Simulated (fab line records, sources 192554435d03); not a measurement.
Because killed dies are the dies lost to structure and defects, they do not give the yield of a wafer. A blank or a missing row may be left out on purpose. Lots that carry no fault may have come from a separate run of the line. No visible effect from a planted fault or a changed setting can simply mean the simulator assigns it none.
What tool caused it? ; flow n5_finfet ; at 1 step of a route of 1938, 12 lots with 36 wafers sampled

WHAT THE GAUGES SHOWED, per wafer
N5_BEOL_M6_OVL_MEAS_29.
lot;measured;on;V5_OVL (nm)
L074;day 8 18:29;overlay-01;-0.2 -0.5 -0.9
L077;day 9 11:06;overlay-02;0.1 0.7 0.8
L079;day 10 09:19;overlay-01;-0.1 0.1 0.1
L081;day 10 13:39;overlay-01;0.6 -0.8 0.1
L083;day 10 15:38;overlay-01;0.0 0.8 0.0
L085;day 11 18:43;overlay-01;0.1 0.4 -0.9
L087;day 11 21:58;overlay-01;1.0 1.2 1.0
L090;day 12 08:49;overlay-01;0.4 0.6 0.1
L091;day 12 21:21;overlay-01;-0.7 -0.8 -0.6
L094;day 13 16:26;overlay-02;0.2 -0.3 0.2
L095;day 13 23:00;overlay-02;0.6 0.5 0.2
L097;day 14 03:44;overlay-02;-0.7 -0.2 -1.2

EACH LOT AND THE TOOL THAT RAN IT (in order: tool; ch and the chambers of the sampled wafers; start)
The record holds no process step before these readings.

THE ANSWER, worked out from the rows above alone
Rule: usual is defined by the lots themselves. Put in order of their means at a reading, lots are off if they are a third of the lots or fewer, leave a main group of 4 or more, and stand apart from it by a gap of 3 or more times the standard deviation of the main group's means; of several such gaps the widest counts. If all means in a main group match to the digits the tables above print for the reading, that group is not used. A lot without any number at a reading at which 4 lots or more have one is off too. The other lots that the step has rows for count as sound.
None of the lots is off at any reading shown; this tells nothing.

WHAT WAS PUT IN BY THE SIMULATOR
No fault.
